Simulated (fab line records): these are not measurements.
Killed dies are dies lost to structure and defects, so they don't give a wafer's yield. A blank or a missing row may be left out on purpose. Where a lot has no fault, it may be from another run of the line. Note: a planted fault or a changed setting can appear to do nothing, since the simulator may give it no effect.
Chamber matching    flow n5-finfet    N5_BEOL_M10_ILD_DEP_00 on pecvd-03 has 3 sister chambers
The step deposits SiCOH lowk from DEMS/porogen, target thk 308.51 nm, time 58 s. 16 wafers are shown with their chamber, then 8 later ones without.

WAFERS PAIRED WITH THEIR CHAMBERS
wafer   chamber  throttle-valve-pct (%)  showerhead-plenum-p-Torr (Torr)  heater-power-w (W)
L166.1  1        13.7                    5.726                            291
L166.3  0        13.1                    5.745                            331
L166.6  1        13.5                    5.731                            304
L167.1  0        13.6                    5.761                            310
L167.3  1        13.5                    5.744                            313
L167.5  0        13.2                    5.754                            314
L169.1  0        13.4                    5.757                            327
L169.3  2        12.3                    5.720                            298
L169.5  1        13.6                    5.741                            262
L173.2  1        13.4                    5.756                            280
L173.3  0        13.1                    5.748                            299
L173.6  2        12.3                    5.719                            327
L175.4  0        13.2                    5.759                            292
L175.5  1        13.7                    5.749                            311
L175.6  2        12.4                    5.714                            342
L183.1  2        12.1                    5.706                            274

SIGNATURES (averages over the wafers above)
reading                   chamber 0  chamber 1  chamber 2  scatter within a chamber
throttle-valve-pct        13.267     13.567     12.275     0.155
showerhead-plenum-p-Torr  5.75400    5.74117    5.71475    0.00853
heater-power-w            312.17     293.50     310.25     21.3
Rule: for a wafer and a chamber, the distance is found by dividing, reading by reading, the gap between the wafer's reading and the chamber's mean by the reading's scatter, squaring, summing and taking the root. The wafer belongs to the nearest chamber; if the next one is less than 2 further off, it can't be placed. The scatter: the root of (the sum of the squares of (reading less its chamber's mean) over the shown wafers, divided by (wafers less chambers)).

WAFERS WITH NO CHAMBER GIVEN
wafer   throttle-valve-pct (%)  showerhead-plenum-p-Torr (Torr)  heater-power-w (W)
L183.2  13.0                    5.757                            276
L183.3  14.0                    5.735                            329
L186.1  13.3                    5.762                            322
L186.4  13.8                    5.721                            267
L186.5  12.4                    5.704                            320
L188.2  12.0                    5.714                            320
L188.3  13.6                    5.749                            268
L188.6  12.3                    5.711                            344

EACH ONE'S CHAMBER
wafer   from the rows above      in truth
L183.2  can't be placed: 0 or 1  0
L183.3  can't be placed: 1 or 0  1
L186.1  0                        0
L186.4  1                        1
L186.5  2                        2
L188.2  2                        2
L188.3  can't be placed: 1 or 0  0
L188.6  2                        2
Correctly placed: 5 of 8. These rows do not allow placing 3 (true chamber among the candidates in 3). Number placed wrongly: 0.
